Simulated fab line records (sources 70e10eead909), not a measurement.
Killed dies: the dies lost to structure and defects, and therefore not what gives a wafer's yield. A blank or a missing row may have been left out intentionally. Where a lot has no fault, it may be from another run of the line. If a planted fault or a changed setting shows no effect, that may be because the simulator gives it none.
Matching of chambers    flow nandHarc    pecvd-03 running NHARC_A_SGD_CUT_DEP_00: 3 sister chambers
The step deposits SiNx, target thk 50 nm. 6 wafers are shown with their chamber, then 7 later ones without.

== WAFERS PAIRED WITH THEIR CHAMBERS ==
wafer   chamber  heaterPowerW (W)
L252.2  0        566
L253.2  2        831
L253.3  0        533
L253.5  1        713
L262.1  1        738
L262.3  2        819

== WAFERS WITHOUT THEIR CHAMBER ==
wafer   heaterPowerW (W)
L262.6  750
L268.2  457
L268.4  787
L268.5  460
L267.2  695
L267.3  643
L267.5  645

== WHICH CHAMBER EACH ONE RAN IN ==
wafer    from the rows above       in truth
L262.6   1                         1
L268.2   0                         0
L268.4   can't be placed: 2 or 1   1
L268.5   0                         0
L267.2   1                         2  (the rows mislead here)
L267.3   can't be placed: 1 or 0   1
L267.5   can't be placed: 1 or 0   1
Correctly placed: 3 of 7. Not placeable from these rows: 3 (in 3, the candidates include the true chamber). Number placed wrongly: 1.
How it was worked out, from the rows above alone: a wafer's distance from a chamber is the root of the sum, over the readings, of the square of ((its reading less the chamber's mean) divided by the reading's scatter). If the next closest chamber is less than 2 further off than the closest, the wafer can't be placed; otherwise it belongs to the closest. For every chamber, the mean is computed from those of its wafers that are shown. How the scatter is found: for the shown wafers, subtract from each reading the mean of its chamber, square and add these, divide the total by (wafers less chambers), then take the root.
